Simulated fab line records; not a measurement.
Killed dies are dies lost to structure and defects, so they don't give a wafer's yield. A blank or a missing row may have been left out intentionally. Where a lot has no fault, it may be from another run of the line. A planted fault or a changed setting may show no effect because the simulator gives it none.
Lot-split experiment | flow n5 finfet | 7 lots, 21 wafers read, on a route of 1938 steps

## THE SPLIT ITSELF
At N5_BEOL_M6_ETCH_66 (etches SOC in N2/H2, target depth 80 nm, overetch 16 nm, time 120 s), the setting bias w was moved away from the recipe's 150 W on 8 of the 21 wafers read, by -11.6% to +16.4%. This setting was run at the recipe's value on the other wafers.

The reading is taken at the split's own step.

## THE READING
rf vpp V, in V, at N5_BEOL_M6_ETCH_66 (etches SOC in N2/H2, target depth 80 nm, overetch 16 nm, time 120 s). Fault-free wafers of this fab line usually give 524.3 V, standard deviation 2.3 V.

wafer  | tool, chamber at the split | bias w as run, W | against the recipe | rf vpp V, V | against lot-mates on the recipe
L074.1 | rie diel-04, 3             | 132.6            | -11.6%             | 486.0       | -38.0
L074.5 | rie diel-04, 3             | 150              | recipe             | 526.7       | -
L074.6 | rie diel-04, 0             | 150              | recipe             | 521.2       | -
L077.1 | rie diel-05, 2             | 174.6            | +16.4%             | 576.0       | +54.4
L077.2 | rie diel-05, 0             | 150              | recipe             | 521.6       | -
L077.3 | rie diel-05, 1             | 174.6            | +16.4%             | 578.8       | +57.2
L082.1 | rie diel-04, 3             | 150              | recipe             | 527.4       | -
L082.4 | rie diel-04, 3             | 150              | recipe             | 525.1       | -
L082.5 | rie diel-04, 0             | 150              | recipe             | 521.2       | -
L083.3 | rie diel-01, 2             | 133.1            | -11.3%             | 484.5       | -35.5
L083.4 | rie diel-01, 3             | 133.1            | -11.3%             | 481.4       | -38.6
L083.6 | rie diel-01, 3             | 150              | recipe             | 520.0       | -
L091.1 | rie diel-01, 2             | 150              | recipe             | 522.4       | -
L091.2 | rie diel-01, 0             | 150              | recipe             | 523.6       | -
L091.4 | rie diel-01, 2             | 150              | recipe             | 522.9       | -
L092.2 | rie diel-01, 0             | 150              | recipe             | 524.7       | -
L092.5 | rie diel-01, 0             | 171.3            | +14.2%             | 570.0       | +45.3
L092.6 | rie diel-01, 2             | 171.3            | +14.2%             | 568.0       | +43.3
L094.1 | rie diel-05, 3             | 150              | recipe             | 526.7       | -
L094.3 | rie diel-05, 1             | 162.3            | +8.2%              | 552.4       | +25.2
L094.5 | rie diel-05, 3             | 150              | recipe             | 527.7       | -

THE FIT
A straight line over all 21 wafers: rf vpp V changes by +3.33 V for each +1% of bias w; r = +1.00; the points scatter about the line by 2.6 V.
The same after taking each lot's own level away (the mean of its wafers on the recipe; 21 wafers): +3.27 V for each +1%; r = +1.00; scatter 1.9 V.
According to that fit, moving bias w by its largest amount changes the reading by 54 V.
The lots' own levels span 520.00 to 527.20 V, that is 3.1 times the standard deviation above.
Hence the lot-to-lot level has little effect on the slope; both slopes agree.
Check: for one of the wafers moved furthest among these (+16.4%), held out of the fit, the line's prediction against its lot-mates is +53.4 V. Against them it came out at +54.4 V.
Tool readings at the split's step, against how far the setting was moved: rf vpp V r = +1.00.

## OTHER SPLITS APPLIED TO THESE WAFERS
Note: prior to the reading, these wafers also went through further splits. Each is held against what the fit with the lots' levels taken away leaves over:
other split on the same wafers   | wafers away from the commonest value | r with rf vpp V (lot level and that fit taken away)
N5_BEOL_M2_COAT_05 spin rpm      | 6                                    | +0.31
N5_BEOL_M2_DEP_57 time s         | 4                                    | +0.34
N5_BEOL_M3_ILD_DEP_00 time s     | 6                                    | -0.32
N5_BEOL_M3_TRENCH_ETCH_37 bias w | 9                                    | -0.21
N5_BEOL_M4_DESCUM_16 time s      | 10                                   | +0.11
N5_BEOL_M4_ETCH_64 time s        | 6                                    | +0.23
N5_BEOL_M5_ETCH_62 source w      | 7                                    | +0.14
N5_BEOL_M5_COAT_66 spin rpm      | 5                                    | +0.20
N5_BEOL_M6_DESCUM_33 time s      | 8                                    | -0.44

## THE WHOLE CHAIN: every reading that the file lists as answering this split, in the file's order
step               | what it does                                                        | reading                                                                          | change (the file's fit)                | r (the file's)
N5_BEOL_M6_ETCH_66 | etches SOC in N2/H2, target depth 80 nm, overetch 16 nm, time 120 s | rf vpp V                                                                         | +3.26 V for each +1% of the setting    | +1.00
N5_BEOL_M6_ETCH_66 | etches SOC in N2/H2, target depth 80 nm, overetch 16 nm, time 120 s | SiARC_of_BEOL_M6_COAT_64.thk nm (the simulator's own value, which no gauge read) | -0.0717 nm for each +1% of the setting | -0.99

## THE FILE'S OWN FIT
rf vpp V changes by +3.26 V for each +1% of bias w, r = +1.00.
